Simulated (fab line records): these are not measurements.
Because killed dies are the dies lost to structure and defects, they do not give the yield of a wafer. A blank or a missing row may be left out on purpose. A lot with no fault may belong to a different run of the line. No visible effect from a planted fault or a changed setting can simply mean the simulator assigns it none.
fab line records	flow n5-finfet
record lots=5	wafers=13	last-day=16
route steps=1938 shown HKMG_FIN@436 GATE_CUT@465 BEOL_M4@1111 PASSIVATION@1936
lots that met no fault: taken from a fault-free run of the same line
start-h: the number of hours between the record's first day and the start of the first shown wafer of the lot	wait-h: hours since the lot's step before	" identical to the entry in the row above	L1.1+2: a single row standing in for several wafers	- either no value or no given start	* or withheld: withheld	< > ~ a bound
route shown NAME@n: NAME is a module with steps in the file, n the number in the route of the first one	usual: mean and standard deviation over wafers with no fault	same: alike in all rows	chamber/n: place in a boat	sites: the reading at each site	_std_site: how widely they spread, as a standard deviation	_edge_site: mean of outer sites minus mean of inner sites	radius-mm: for every site, how far away it sits from the centre of the wafer	mask NAME#n: copy n	behind: tool/chamber where the wafer was last shaped	hold: reason for holding the lot/hours on hold/outcome of the hold	device: the transistor (n, p or np) that didn't switch	end of line: tests run on the same wafers once the route is complete	for a step that has no rows: nothing shown but its recipe	killed: not the wafer's yield, but the dies lost to structure and defects at the first sort	map: per-die view of a wafer (x killed, . not killed, _ where there is no die)
set.NAME: the setting as run; set.NAME@STEP: as run at that earlier step	model.NAME: the simulator's own value behind a step, which no gauge read
lots at selected steps of the route; one table per step, one row per wafer
services: when a tool's chamber went out of use (start-h, in hours from the record's first day, below 0 if earlier), for how many hours, and the reason
## steps
# step N5_HKMG_FIN_STRIP_33
# recipe chemistry=N2/H2	temp-c=40	n2-flow-sccm=200	h2-flow-sccm=200	rf-frequency-hz=6e+07
# step N5_HKMG_FIN_STRIP_34
# recipe chemistry=CF4	resist=SiARC	power-w=300	bias-power-w=75	pressure-mtorr=50	cf4-flow-sccm=150	rf-frequency-hz=6e+07
# step N5_HKMG_FIN_ETCH_35
# recipe chemistry=N2/H2	target=SOC	target-depth-a=2158	ion-energy-ev=65	bias-w=5	source-w=3000	time-s=243.4	pressure-mtorr=30	n2-flow-sccm=200	h2-flow-sccm=200
# step N5_HKMG_FIN_STRIP_92
# recipe chemistry=N2/H2	material=SOC	time-s=20	power-w=500	temp-c=40	pressure-mtorr=50	rf-frequency-hz=6e+07	bias-power-w=8	h2-frac=0.5	n2-flow-sccm=300	h2-flow-sccm=300
# step N5_HKMG_FIN_WET_ETCH_18
# recipe chemistry=SC1	target=TiN	mix=1:1:5	temp-c=*	time-s=55	target-depth-nm=5.2	dry=ipa-marangoni	rinse-time-s=30	rinse-temp-c=23
# step N5_HKMG_FIN_STRIP_19
# recipe chemistry=N2/H2	power-w=2500	temp-c=300	h2-frac=0.65	time-s=360	pressure-mtorr=withheld	n2-flow-sccm=1750	h2-flow-sccm=3250
# step N5_HKMG_FIN_ALD_91
# recipe material=TiN	target-thk-a=10	temp-c=400	ald-precursor-family=TiCl4	ald-co-reactant=NH3	pulse-time-s=1	purge-time-s=3	co-reactant-purge-time-s=2	co-reactant-pulse-time-s=2	ald-cycles=47	pressure-torr=3
# step N5_HKMG_FIN_COAT_85
# recipe resist=SOC	temp-c=250	time-s=60	spin-rpm=1500	resist-thk-nm=300
# step N5_HKMG_FIN_ETCH_86
# recipe chemistry=N2/H2	target=SOC	target-depth-a=3932	stop-on=TiN	ion-energy-ev=100	bias-w=61	pressure-mtorr=30	source-w=850	n2-flow-sccm=200	h2-flow-sccm=200
# step N5_HKMG_FIN_STRIP_89
# recipe chemistry=N2/H2	material=SOC	time-s=20	power-w=500	temp-c=40	pressure-mtorr=50	rf-frequency-hz=6e+07	bias-power-w=8	h2-frac=0.5	n2-flow-sccm=300	h2-flow-sccm=300
# step N5_HKMG_FIN_WET_ETCH_87
# recipe chemistry=SC1	target=TiN	mix=1:2:40	temp-c=50	time-s=154.2	target-depth-nm=4.7	dry=ipa-marangoni	rinse-time-s=30	rinse-temp-c=23
# step N5_HKMG_FIN_STRIP_88
# recipe chemistry=N2/H2	power-w=2500	temp-c=300	h2-frac=0.65	time-s=360	pressure-mtorr=withheld	n2-flow-sccm=1750	h2-flow-sccm=3250
# step N5_HKMG_FIN_NWFM_ALD_20
# recipe material=TiAlC	target-thk-a=20	temp-c=300	ald-precursor-family=TiCl4	ald-co-reactant=TEA	pulse-time-s=3	purge-time-s=2	co-reactant-purge-time-s=2	co-reactant-pulse-time-s=10	ald-cycles=7	pressure-torr=3
# usual ald-cycles=7/0	heater-power-outer-w=274/35	heater-power-w=487/59	precursor-pulse-height-rel=0.998/0.021
lot.wafer	tool	chamber	start-h	wait-h	ald-cycles	heater-power-outer-w	heater-power-w	precursor-pulse-height-rel	model.TiAlC_of_HKMG_FIN_NWFM_ALD_20.thk-nm
L182.2	ald-metal-03	0	88.32	0.3	7	267	467	1.016	2
L182.3	"	3	"	"	7	334	575	1.000	2
L182.5	"	2	"	"	7	309	550	0.983	2
L188.4	ald-metal-03	0	117.40	0.1	11	266	436	0.975	3.2
L188.5	"	1	"	"	7	267	487	1.039	2
L189.2	ald-metal-03	0	128.04	0.3	11	269	445	0.971	3.2
L189.4	"	2	"	"	7	309	561	1.016	2
L189.5	"	0	"	"	11	269	461	1.024	3.2
L190.4	ald-metal-03	0	132.86	0.1	11	268	450	0.989	3.2
L190.5	"	2	"	"	7	305	556	1.009	2
L192.1	ald-metal-01	2	146.91	0.3	7	255	471	0.961	2
L192.2	"	0	"	"	7	298	524	1.019	2
L192.4	"	1	"	"	7	343	598	1.002	2
# step N5_HKMG_FIN_ALD_71
# recipe material=TiN	target-thk-a=10	temp-c=400	ald-precursor-family=TiCl4	ald-co-reactant=NH3	pulse-time-s=1	purge-time-s=3	co-reactant-purge-time-s=2	co-reactant-pulse-time-s=2	ald-cycles=47	pressure-torr=3
# step N5_HKMG_FIN_COAT_66
# recipe resist=SOC	temp-c=250	time-s=60	spin-rpm=1500	resist-thk-nm=300
# step N5_HKMG_FIN_ETCH_67
# recipe chemistry=N2/H2	target=SOC	target-depth-a=3889	stop-on=TiN	ion-energy-ev=100	bias-w=61	pressure-mtorr=30	source-w=850	n2-flow-sccm=200	h2-flow-sccm=200
# step N5_HKMG_FIN_STRIP_90
# recipe chemistry=N2/H2	material=SOC	time-s=20	power-w=500	temp-c=40	pressure-mtorr=50	rf-frequency-hz=6e+07	bias-power-w=8	h2-frac=0.5	n2-flow-sccm=300	h2-flow-sccm=300
# step N5_HKMG_FIN_WET_ETCH_73
# recipe chemistry=SC1	mix=1:2:40	temp-c=50	time-s=42.3	target-depth-nm=1.3	dry=ipa-marangoni	rinse-time-s=30	rinse-temp-c=23
# step N5_HKMG_FIN_ETCHBACK_68
# recipe chemistry=Cl2/Ar	stop-on=HfO2	target-depth-a=5	pressure-mtorr=10	icp-w=600	bias-w=60	Cl2_flow_sccm=40	Ar_flow_sccm=60
# step N5_HKMG_FIN_STRIP_69
# recipe chemistry=N2/H2	power-w=2500	temp-c=300	h2-frac=0.65	time-s=360	pressure-mtorr=withheld	n2-flow-sccm=1750	h2-flow-sccm=3250
# step N5_HKMG_FIN_ALD_21
# recipe material=TiN	target-thk-a=15	temp-c=400	ald-precursor-family=TiCl4	ald-co-reactant=NH3	pulse-time-s=1	purge-time-s=3	co-reactant-purge-time-s=2	co-reactant-pulse-time-s=2	ald-cycles=68	pressure-torr=3
# step N5_HKMG_FIN_ALD_72
# recipe material=W	target-thk-a=20	temp-c=300	pressure-torr=7.5	ald-precursor-family=WF6	ald-co-reactant=B2H6	pulse-time-s=1	purge-time-s=2	co-reactant-purge-time-s=2	co-reactant-pulse-time-s=3	ald-cycles=7
# step N5_HKMG_FIN_W_FILL_22
# recipe material=W	target-thk-a=600	temp-c=400	pressure-torr=39.4	time-s=18.2
# step N5_HKMG_FIN_PRECLEAN_83
# recipe chemistry=DIW	time-s=57.5	temp-c=23
# step N5_HKMG_FIN_SRD_84
# recipe dry-time-s=32	dry=n2-spin	spin-rpm=1500
# step N5_HKMG_FIN_CMP_23
# recipe stop-on=SiNx	t-overpolish-s=10	post-cmp-clean=rinse-only	down-force-psi=4	platen-rpm=50.289	pad-velocity-m-s=1.0006	target-thk-nm=46.326
# step N5_HKMG_FIN_CMP_94
# recipe stop-on=SiNx	post-cmp-clean=w-dilute-nh4oh	t-overpolish-s=4.7	down-force-psi=4	platen-rpm=50.289	pad-velocity-m-s=1.0006	target-thk-nm=43.299
# step N5_GATE_CUT_ETCHBACK_00
# recipe chemistry=SF6/Cl2	target=W	pressure-mtorr=8	icp-w=900	bias-w=80	SF6_flow_sccm=40	Cl2_flow_sccm=60
# step N5_GATE_CUT_ETCH_56
# recipe chemistry=Cl2/Ar	target=TiN	target-depth-a=216	pressure-mtorr=10	icp-w=600	bias-w=60	Cl2_flow_sccm=40	Ar_flow_sccm=60
# step N5_GATE_CUT_ETCHBACK_30
# recipe chemistry=Cl2/Ar	target=TiN	target-depth-a=30	mode=isotropic	pressure-mtorr=10	icp-w=600	bias-w=60	Cl2_flow_sccm=40	Ar_flow_sccm=60
# step N5_GATE_CUT_VAPOR_ETCH_60
# recipe chemistry=BCl3/Cl2	target=HfO2	mode=isotropic
# step N5_GATE_CUT_ETCH_58
# recipe chemistry=CH3F/O2	target=SiNx	target-depth-a=170	time-s=128.6	ion-energy-ev=50	pressure-mtorr=30	source-w=415	bias-w=21	Ar_flow_sccm=150	CH3F_flow_sccm=30	O2_flow_sccm=20
# step N5_GATE_CUT_STRIP_59
# recipe chemistry=N2/H2	time-s=20	power-w=100	temp-c=40	pressure-mtorr=100	rf-frequency-hz=6e+07	bias-power-w=3	n2-flow-sccm=300	h2-flow-sccm=300
# step N5_GATE_CUT_PRECLEAN_31
# recipe temp-c=23	chemistry=DIW	time-s=300
# step N5_GATE_CUT_SRD_32
# recipe time-s=30	temp-c=23	rinse-liquid=diw	dry=ipa-marangoni
# step N5_GATE_CUT_SAC_CAP_01
# recipe material=SiNx	target-thk-a=240	temp-c=400	ald-precursor-family=SiH2I2	ald-co-reactant=N2/H2-plasma	pulse-time-s=1	ald-cycles=480	purge-time-s=2	co-reactant-purge-time-s=2	pressure-torr=2
# step N5_GATE_CUT_PECVD_57
# recipe material=SiNx	target-thk-a=210	temp-c=400	precursor=SiH4/NH3/N2	pressure-torr=1.5	rf-w=300
# step N5_GATE_CUT_CMP_02
# recipe stop-on=SiO2	t-overpolish-s=12.7	post-cmp-clean=alkaline-brush	down-force-psi=2.5	platen-rpm=51.8	pad-velocity-m-s=1.0307	target-thk-nm=0
# step N5_GATE_CUT_HM_DEP_46
# recipe material=SiO2	target-thk-a=1300	temp-c=400	precursor=TEOS/O2	pressure-torr=6.5	rf-w=900	teos-flow-sccm=161.4	gas=O2	flow-sccm=2650	time-s=26.6
# step N5_BEOL_M4_RC_MEAS_101
# usual DIBL_N=36.0/2.2	DIBL_P=36.2/2.4	IOFF_N=0.16/0.035	IOFF_N_85C=3.1/0.57	IOFF_N_LIN=0.073/0.013	IOFF_N_LONG=5.49e-05/1.8e-06	IOFF_P=0.21/0.037	IOFF_P_LONG=0.000105/6.9e-06	ION_N=672/13	ION_P=461/7	SS_N=71.4/0.69	SS_P=73.2/0.75	VT_N=250/3.4	VT_N_LONG=275.3/1.9	VT_N_LVT=99/3.6	VT_P=-251/3	VT_P_LONG=-275.6/2.6	VT_P_LVT=-99.1/2.7
lot.wafer	tool	chamber	start-h	wait-h	DIBL_N[mV/V]	DIBL_P[mV/V]	IOFF_N[nA/um]	IOFF_N_85C[nA/um]	IOFF_N_LIN[nA/um]	IOFF_N_LONG[nA/um]	IOFF_P[nA/um]	IOFF_P_LONG[nA/um]	ION_N[uA/um]	ION_P[uA/um]	SS_N[mV/dec]	SS_P[mV/dec]	VT_N[mV]	VT_N_LONG[mV]	VT_N_LVT[mV]	VT_P[mV]	VT_P_LONG[mV]	VT_P_LVT[mV]
L182.2	prober-02	0	207.85	0.2	35.1	37.4	0.16	3.2	0.077	5.34e-05	0.23	0.000107	676	470	72.0	72.7	252	274.9	96	-248	-276.0	-96.3
L182.3	"	0	"	"	31.4	32.0	0.11	2.2	0.054	5.45e-05	0.15	0.000108	659	454	69.9	71.6	255	275.5	102	-252	-276.7	-101.4
L182.5	"	0	"	"	29.9	30.3	0.08	1.8	0.043	5.49e-05	0.13	0.000111	643	443	70.3	71.0	257	275.4	106	-256	-275.8	-103.7
L188.4	prober-02	0	236.16	0.5	36.7	37.9	1.36	18.9	0.638	0.0003183	0.16	7.6e-05	802	453	71.8	73.6	190	214.3	39	-258	-290.4	-108.2
L188.5	"	0	"	"	38.6	39.8	0.23	4.2	0.102	5.76e-05	0.29	0.000115	692	477	71.1	74.2	241	270.7	93	-245	-270.0	-93.9
L189.2	prober-01	0	240.85	0.2	36.1	36.7	1.08	15.6	0.499	0.0002829	0.13	6.2e-05	794	442	71.7	73.5	194	217.5	42	-263	-295.9	-111.7
L189.4	"	0	"	"	35.8	36.0	0.15	3.0	0.066	5.34e-05	0.18	9.1e-05	647	445	72.5	73.0	253	275.8	98	-253	-278.0	-100.6
L189.5	"	0	"	"	37.6	37.9	1.32	18.3	0.594	0.0002886	0.15	6.3e-05	799	445	71.8	73.2	192	218.1	39	-262	-297.0	-109.6
L190.4	prober-02	0	261.53	0.5	38.8	40.7	1.32	18.5	0.587	0.0002861	0.16	7.1e-05	789	445	71.8	73.6	193	221.1	42	-258	-294.9	-108.7
L190.5	"	0	"	"	37.5	39.5	0.16	3.1	0.071	5.27e-05	0.21	0.000107	654	452	72.1	73.4	250	276.2	101	-254	-276.7	-98.9
L192.1	prober-02	0	272.79	0.0	34.9	36.2	0.15	3.1	0.074	5.29e-05	0.19	9.8e-05	666	456	71.9	73.1	248	272.3	99	-252	-281.2	-102.5
L192.2	"	0	"	"	35.6	36.9	0.17	3.3	0.077	5.42e-05	0.22	0.0001	678	459	72.1	73.2	250	273.2	99	-250	-277.1	-100.0
L192.4	"	0	"	"	35.9	37.3	0.17	3.3	0.077	5.29e-05	0.22	0.000101	669	458	71.5	73.8	248	277.7	99	-253	-276.8	-100.5
# step N5_PASSIVATION_PROBE_49
# usual defect-limited-yield=91.2/1.4	killed_at_M0_to_M3=34/9.4	killed_at_M4_up=14/5.6	killed-at-contacts=13/7.8	killed-at-front-end=37/10	killed-at-other=4/3.3	killed-dies=103/17	killed-open=68/13	killed-short=33/8.2	sort_bin_4_leakage=0.00/0.0071	sort_bin_5_function=5.1/0.92	sort_bin_6_memory=3.3/0.71	sort_bin_8_speed=0.01/0.043	sort-n-pass=1077/17	sort-yield-pct=91.2/1.4
# same gross-dies=1180	killed-at-back-side=0
lot.wafer	tool	chamber	start-h	wait-h	defect-limited-yield[%]	killed_at_M0_to_M3	killed_at_M4_up	killed-at-contacts	killed-at-front-end	killed-at-other	killed-dies	killed-open	killed-short	sort_bin_4_leakage[%]	sort_bin_5_function[%]	sort_bin_6_memory[%]	sort_bin_8_speed[%]	sort-n-pass	sort-yield-pct[%]
L188.5	prober-02	-	344.03	0.2	90.4	25	19	10	52	7	113	78	34	0	5.8	3.3	0	1067	90.4
L189.2	prober-02	-	347.19	0.1	93.6	22	11	8	34	1	76	45	27	93.56	3.5	2.4	0	0	0
L189.5	prober-02	-	347.34	0.2	94.4	30	1	8	24	3	66	43	23	94.41	3.0	2.2	0	0	0
L190.4	prober-01	-	362.92	0.2	90.0	39	12	16	46	5	118	72	44	90.00	5.5	3.9	0	0	0
L192.1	prober-01	-	377.92	0.0	91.4	43	22	8	27	1	101	71	29	0	5.5	2.6	0	1079	91.4
L192.2	prober-01	-	377.97	0.1	89.6	48	21	6	47	1	123	91	32	0	6.1	3.8	0	1057	89.6
L192.4	prober-01	-	378.07	0.2	90.5	54	11	7	38	2	112	63	41	0	4.5	3.6	0	1068	90.5
# killed by level:class
L188.5 STI_FIN_REVEAL:geometric-particle:open=17 MOL_CONTACT_COAG:geometric-particle:open=10 BEOL_M0_SAQP:geometric-particle:open=9 FIN_SAQP:geometric-particle:open=7 STI_FIN_REVEAL:geometric-particle:short=7 BEOL_M4:geometric-particle:open=6 ILD0:geometric-particle:open=4 FIN_SAQP:geometric-particle:short=4
L189.2 BEOL_M3:geometric-particle:open=8 BEOL_M4:geometric-particle:open=6 ILD0:geometric-particle:short=5 MOL_CONTACT_COAG:geometric-particle:open=5 STARTING-WAFER:geometric-particle:open=5 DUMMY_GATE:geometric-particle:open=4 STARTING-WAFER:geometric-particle:short=4 HKMG_FIN:area-etch=4
L189.5 BEOL_M0_SAQP:geometric-particle:open=13 FIN_SAQP:geometric-particle:short=4 STI_FIN_REVEAL:geometric-particle:open=4 MOL_CONTACT_COAG:geometric-particle:short=4 MOL_CONTACT_COAG:geometric-particle:open=4 BEOL_M0_SAQP:geometric-particle:short=4 BEOL_M2:geometric-particle:open=4 BEOL_M3:geometric-particle:open=4
L190.4 MOL_CONTACT_COAG:geometric-particle:open=13 STI_FIN_REVEAL:geometric-particle:open=9 BEOL_M0_SAQP:geometric-particle:short=9 BEOL_M0_SAQP:geometric-particle:open=7 GATE_CUT:geometric-particle:short=7 FIN_SAQP:geometric-particle:short=6 DUMMY_GATE:geometric-particle:open=6 FIN_SAQP:geometric-particle:open=5
L192.1 BEOL_M0_SAQP:geometric-particle:open=18 BEOL_M0_SAQP:geometric-particle:short=12 STI_FIN_REVEAL:geometric-particle:open=11 MOL_CONTACT_COAG:geometric-particle:open=8 BEOL_M5:geometric-particle:open=7 BEOL_M2:geometric-particle:open=6 GATE_CUT:geometric-particle:short=5 BEOL_M1:geometric-particle:open=5
L192.2 STI_FIN_REVEAL:geometric-particle:open=16 BEOL_M0_SAQP:geometric-particle:open=15 BEOL_M0_SAQP:geometric-particle:short=11 FIN_SAQP:geometric-particle:open=9 BEOL_M5:geometric-particle:open=9 BEOL_M1:geometric-particle:open=8 BEOL_M2:geometric-particle:open=7 MOL_CONTACT_COAG:geometric-particle:open=6
L192.4 BEOL_M0_SAQP:geometric-particle:short=18 BEOL_M0_SAQP:geometric-particle:open=11 FIN_SAQP:geometric-particle:open=9 BEOL_M2:geometric-particle:open=8 FIN_SAQP:geometric-particle:short=7 BEOL_M1:geometric-particle:open=7 HKMG_FIN:area-etch=7 BEOL_M0:geometric-particle:short=6
# map L188.5 (x killed, . not)
_________________....x.x...x.________________
______________.x...x............_____________
___________...........x....x.......__________
__________xx..x..................x.._________
________xx............x..............._______
_______....x..............x............______
______...x.........x.....x.............._____
_____....x...x...............x..x.....x..____
____...x.............x......x.x...x.......___
___........................................__
___............x.....x........x.......x....__
__...x...x...x..............x.............x._
__....x............x...x................x..._
_.....x....x.................................
_.x...............x........x..........x.xx...
_..x...xx.....x..................x..x........
_...................x..................x.....
_x.x.x...............................x.......
_.........x............x..x......x...x...x...
_..x.......x..x.x......x.x......x....x.......
_.......x........x...........................
__..x.......x...............x..............._
__.........................................x_
___.....................................x..__
___...................x....................__
____.........x............................___
_____....x.x.....x................x......____
______.x...x.....x.x.........x.........._____
_______.x.x..............xx........x...______
________.............................._______
__________...............x.x........_________
___________...x.x.........x........__________
______________.....xx...x.x...x._____________
_________________..x..x...x.x________________
# map L189.4 (x killed, . not)
_________________....x.......________________
______________................x._____________
___________...................x..x.__________
__________.....................x...._________
________.x......x......x.x.....x......_______
_______x.......x........x.............x______
______............x.....x..............._____
_____...x.......x.....x..................____
____.....xx...............x....x.x........___
___.x..............x.....x.................__
___...............x...........x..x.........__
__x.......x.x...x..........x.x.............._
__..x..x...............x.....x........xx...._
_.....x................xx........x.........x.
_.......x....xx......x...........x...........
_.x.....x....x.......x.........x....x........
_...x..........x................x............
_................................xx..x.......
_..........x.............................x...
_...........................x....x......x....
_.......x......x....x.x........x............x
__....x...........x........................._
__.................x...x..........x......x.._
___...................x....x..............x__
___........xx..........x.....x.........x...__
____.........x....x.......................___
_____x.......................x...........____
______............x...............x.x..._____
_______....x.xx.............xx.....x.x.______
________................x.........x..x_______
__________........xx..........x....._________
___________.x......x........xx...x.__________
______________.........xx......._____________
_________________............________________
## services
tool	chamber	start-h	hours	kind
ald-metal-03	-	141.03	0.8	repair
## key
first-sign step=N5_HKMG_FIN_NWFM_ALD_20	reading=ald-cycles	direction=up	sigmas=99+	usual=*	struck=*
effect step=N5_BEOL_M4_RC_MEAS_101	reading=IOFF_N_LONG	direction=up	sigmas=99+	usual=5.49e-05	struck=0.000294
effect step=N5_BEOL_M4_RC_MEAS_101	reading=IOFF_N_LIN	direction=up	sigmas=38	usual=0.073	struck=0.579
effect step=N5_BEOL_M4_RC_MEAS_101	reading=IOFF_N	direction=up	sigmas=32	usual=0.16	struck=1.27
effect step=N5_BEOL_M4_RC_MEAS_101	reading=VT_N_LONG	direction=down	sigmas=31	usual=275.3	struck=217.8
effect step=N5_BEOL_M4_RC_MEAS_101	reading=IOFF_N_85C	direction=up	sigmas=26	usual=3.1	struck=17.8
effect step=N5_BEOL_M4_RC_MEAS_101	reading=VT_N	direction=down	sigmas=17	usual=250	struck=192
effect step=N5_BEOL_M4_RC_MEAS_101	reading=VT_N_LVT	direction=down	sigmas=16	usual=99	struck=40
effect step=N5_BEOL_M4_RC_MEAS_101	reading=ION_N	direction=up	sigmas=9.9	usual=672	struck=796
effect step=N5_BEOL_M4_RC_MEAS_101	reading=VT_P_LONG	direction=down	sigmas=7.3	usual=-275.6	struck=-294.5
effect step=N5_BEOL_M4_RC_MEAS_101	reading=IOFF_P_LONG	direction=down	sigmas=5.4	usual=0.000105	struck=6.8e-05
effect step=N5_BEOL_M4_RC_MEAS_101	reading=VT_P_LVT	direction=down	sigmas=3.9	usual=-99.1	struck=-109.5
effect step=N5_BEOL_M4_RC_MEAS_101	reading=VT_P	direction=down	sigmas=3.3	usual=-251	struck=-260
effect step=N5_PASSIVATION_PROBE_49	reading=sort_bin_4_leakage	direction=up	sigmas=99+	usual=0.00	struck=92.66
model-effect step=N5_HKMG_FIN_NWFM_ALD_20	value=TiAlC_of_HKMG_FIN_NWFM_ALD_20.thk-nm	without=2	struck=3.2
met-at N5_HKMG_FIN_NWFM_ALD_20
struck-wafers L188.4,L189.2,L189.5,L190.4
rows-end L188.4
onset-between 88.32 117.40
fault kind=process-parameter-drift	tool=ald-metal-03	chamber=0	onset-h=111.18	steps=N5_HKMG_FIN_NWFM_ALD_20	channel=ald-cycles	offset=*	shape=step	acts-in=*	stated=*
# rows-end: these wafers met a further fault down the route, and their rows from its step on are left out
